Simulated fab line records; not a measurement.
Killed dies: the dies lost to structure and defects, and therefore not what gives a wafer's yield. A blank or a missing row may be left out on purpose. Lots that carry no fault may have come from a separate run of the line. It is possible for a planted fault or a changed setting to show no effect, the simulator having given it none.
A single fault, viewed from 2 desks :: flow n5-finfet :: every desk sees just its own numbers, and what lay behind them comes last

## AT THE METROLOGY DESK
Lot by lot, what the gauges showed, no matter which tool ran the lot: averages of those sampled wafers that carry a number. A lot is out of limits, marked OUT, if its mean lies more than 4 standard deviations from the usual mean; the brackets give that distance. Readings shown: 7 of its 11, picked as those furthest out on some lot.
Columns: A = cd-nm at N5_BEOL_M0_SAQP_CD_MEAS_14, usual 42.5 nm; B = DIBL_N at N5_BEOL_M4_RC_MEAS_101, usual 36.2 mV/V; C = IOFF_P at N5_BEOL_M4_RC_MEAS_101, usual 0.21 nA/um; D = ION_N at N5_BEOL_M4_RC_MEAS_101, usual 675 uA/um; E = ION_P at N5_BEOL_M4_RC_MEAS_101, usual 464 uA/um; F = SS_N at N5_BEOL_M4_RC_MEAS_101, usual 71.5 mV/dec; G = VT_N at N5_BEOL_M4_RC_MEAS_101, usual 250.4 mV
lot: L252
first seen here: day 5 16:19
A: 42.2
B: 37.5
C: 0.25
D: 681
E: 471
F: 71.8
G: 250.1

lot: L254
first seen here: day 6 03:39
A: 42.4
B: 37.3
C: 0.21
D: 668
E: 460
F: 72.0
G: 253.2

lot: L260
first seen here: day 7 16:17
A: 41.3
B: 36.3
C: 0.23
D: 693
E: 473
F: 71.4
G: 247.9

lot: L264
first seen here: day 8 14:15
A: 43.0
B: 36.2
C: 0.24
D: 675
E: 472
F: 71.8
G: 250.4

lot: L266
first seen here: day 9 10:23
A: 42.6
B: 36.7
C: 0.22
D: 676
E: 465
F: 71.5
G: 250.1

lot: L269
first seen here: day 10 12:26
A: 42.4
B: 37.2
C: 0.24
D: 698
E: 477
F: 71.8
G: 247.7

lot: L271
first seen here: day 10 15:45
A: 43.1
B: 37.7
C: 0.24
D: 666
E: 464
F: 72.3
G: 250.7

lot: L272
first seen here: day 10 19:00
A: 42.6
B: 36.0
C: 0.20
D: 673
E: 461
F: 71.4
G: 248.2

lot: L274
first seen here: day 11 03:18
A: 42.2
B: 36.9
C: 0.25
D: 677
E: 467
F: 72.2
G: 250.6
This desk's verdict: no lot among the 9 shows anything out of limits.

## THE DEFECT DESK
Per lot, the means of the sampled wafers with a number show what the inspections along the route counted. A lot is out of limits, marked OUT, if its mean lies more than 4 standard deviations from the usual mean; the brackets give that distance.
Columns: A = raw-defect-count at N5_MOL_CONTACT_COAG_INSPECT_97, usual 41
lot: L252
first seen here: day 5 14:29
A: 59

lot: L254
first seen here: day 6 01:38
A: 33

lot: L260
first seen here: day 7 14:28
A: 37

lot: L264
first seen here: day 8 12:19
A: 44

lot: L266
first seen here: day 9 08:44
A: 35

lot: L269
first seen here: day 10 11:11
A: 60

lot: L271
first seen here: day 10 14:14
A: 26

lot: L272
first seen here: day 10 17:26
A: 57

lot: L274
first seen here: day 11 01:23
A: 38
This desk's verdict: no lot among the 9 shows anything out of limits.

## TAKEN TOGETHER
At the metrology desk, nothing out of limits was observed.
Nothing out of limits was seen by the defect desk.

## WHAT THE SIMULATOR HAD INSERTED
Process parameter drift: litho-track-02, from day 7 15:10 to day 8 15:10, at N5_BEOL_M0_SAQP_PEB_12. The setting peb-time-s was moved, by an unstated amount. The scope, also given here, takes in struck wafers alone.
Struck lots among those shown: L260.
